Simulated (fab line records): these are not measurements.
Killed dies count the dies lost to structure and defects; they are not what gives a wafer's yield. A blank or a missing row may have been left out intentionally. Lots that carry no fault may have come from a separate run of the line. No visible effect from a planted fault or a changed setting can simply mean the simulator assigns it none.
Matching of chambers | flow nand harc | NHARC_A_CONTACT_DESCUM_13 on rie diel-11: 4 sister chambers
The step chemistry O2, time 3 s. 36 wafers are shown with their chamber, then 12 later ones without.

WAFERS PAIRED WITH THEIR CHAMBERS
wafer  | chamber | drypump motor current A (A) | oes product au (a.u.) | rf vpp V (V)
L076.2 | 0       | 5.5                         | 0.988                 | 57.3
L076.3 | 1       | 5.8                         | 1.003                 | 58.2
L076.6 | 1       | 5.8                         | 1.000                 | 58.3
L075.2 | 3       | 5.7                         | 1.001                 | 58.7
L075.4 | 0       | 5.5                         | 0.991                 | 56.5
L075.6 | 2       | 5.6                         | 0.994                 | 58.6
L077.4 | 3       | 5.7                         | 1.008                 | 59.0
L077.5 | 1       | 5.7                         | 0.999                 | 58.3
L077.6 | 2       | 5.7                         | 0.994                 | 57.3
L078.3 | 0       | 5.5                         | 0.983                 | 57.3
L078.4 | 2       | 5.7                         | 1.002                 | 58.6
L078.6 | 1       | 5.7                         | 1.004                 | 59.4
L080.3 | 0       | 5.5                         | 0.994                 | 59.1
L080.4 | 2       | 5.7                         | 0.998                 | 58.1
L080.5 | 3       | 5.7                         | 1.004                 | 58.2
L079.1 | 1       | 5.8                         | 0.998                 | 58.0
L079.4 | 2       | 5.7                         | 0.990                 | 57.7
L079.5 | 3       | 5.7                         | 1.007                 | 57.5
L081.2 | 2       | 5.7                         | 1.000                 | 57.6
L081.3 | 3       | 5.8                         | 1.000                 | 58.3
L081.5 | 3       | 5.8                         | 1.008                 | 60.0
L084.1 | 3       | 5.8                         | 1.010                 | 57.2
L084.3 | 0       | 5.5                         | 0.983                 | 57.2
L084.6 | 1       | 5.7                         | 0.992                 | 56.9
L083.1 | 0       | 5.5                         | 0.985                 | 56.7
L083.5 | 3       | 5.7                         | 1.013                 | 59.0
L083.6 | 0       | 5.5                         | 0.982                 | 58.2
L085.3 | 2       | 5.7                         | 1.013                 | 58.4
L085.4 | 0       | 5.5                         | 1.012                 | 58.7
L085.6 | 2       | 5.7                         | 0.999                 | 58.6
L086.4 | 1       | 5.8                         | 0.986                 | 57.7
L086.5 | 0       | 5.5                         | 1.003                 | 56.8
L086.6 | 3       | 5.7                         | 1.013                 | 59.0
L087.1 | 0       | 5.5                         | 1.021                 | 57.4
L087.3 | 1       | 5.8                         | 0.996                 | 58.4
L087.4 | 3       | 5.8                         | 1.012                 | 57.4

SIGNATURES (means of the wafers above)
reading                 | chamber 0 | chamber 1 | chamber 2 | chamber 3 | scatter within a chamber
drypump motor current A | 5.500     | 5.763     | 5.688     | 5.740     | 0.0401
oes product au          | 0.99420   | 0.99725   | 0.99875   | 1.00760   | 0.00871
rf vpp V                | 57.520    | 58.150    | 58.112    | 58.430    | 0.774
Rule: a wafer's distance from a chamber is the root of the sum, over the readings, of the square of ((its reading less the chamber's mean) divided by the reading's scatter). If the next closest chamber is less than 2 further off than the closest, the wafer can't be placed; otherwise it belongs to the closest. The scatter is the square root of a quotient: the sum, over the shown wafers, of each reading's squared deviation from its chamber's mean, divided by wafers minus chambers.

WAFERS WITH NO CHAMBER GIVEN
wafer  | drypump motor current A (A) | oes product au (a.u.) | rf vpp V (V)
L088.2 | 5.8                         | 0.999                 | 57.7
L088.4 | 5.7                         | 0.993                 | 56.6
L088.5 | 5.7                         | 0.992                 | 58.0
L093.1 | 5.7                         | 0.987                 | 58.2
L093.3 | 5.8                         | 1.019                 | 58.2
L093.5 | 5.7                         | 1.017                 | 57.6
L095.2 | 5.6                         | 0.982                 | 58.8
L095.4 | 5.7                         | 0.991                 | 57.7
L095.5 | 5.6                         | 0.987                 | 58.4
L096.4 | 5.7                         | 0.994                 | 57.3
L096.5 | 5.7                         | 0.993                 | 57.9
L096.6 | 5.7                         | 0.986                 | 58.2

THE CHAMBER EACH PASSED THROUGH
wafer  | from the rows above               | in truth
L088.2 | can't be placed: 1 or 3 or 2      | 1
L088.4 | can't be placed: 2 or 1 or 3      | 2
L088.5 | can't be placed: 2 or 1 or 3      | 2
L093.1 | can't be placed: 2 or 1 or 3      | 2
L093.3 | can't be placed: 3 or 1 or 2      | 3
L093.5 | can't be placed: 3 or 2 or 1      | 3
L095.2 | can't be placed: 2 or 0 or 1 or 3 | 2
L095.4 | can't be placed: 2 or 1 or 3      | 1
L095.5 | can't be placed: 2 or 0 or 3 or 1 | 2
L096.4 | can't be placed: 2 or 1 or 3      | 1
L096.5 | can't be placed: 2 or 1 or 3      | 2
L096.6 | can't be placed: 2 or 1 or 3      | 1
Correctly placed: 0 of 12. Can't be placed from these rows: 12 (the true chamber is among the candidates in 12). 0 placed wrongly.
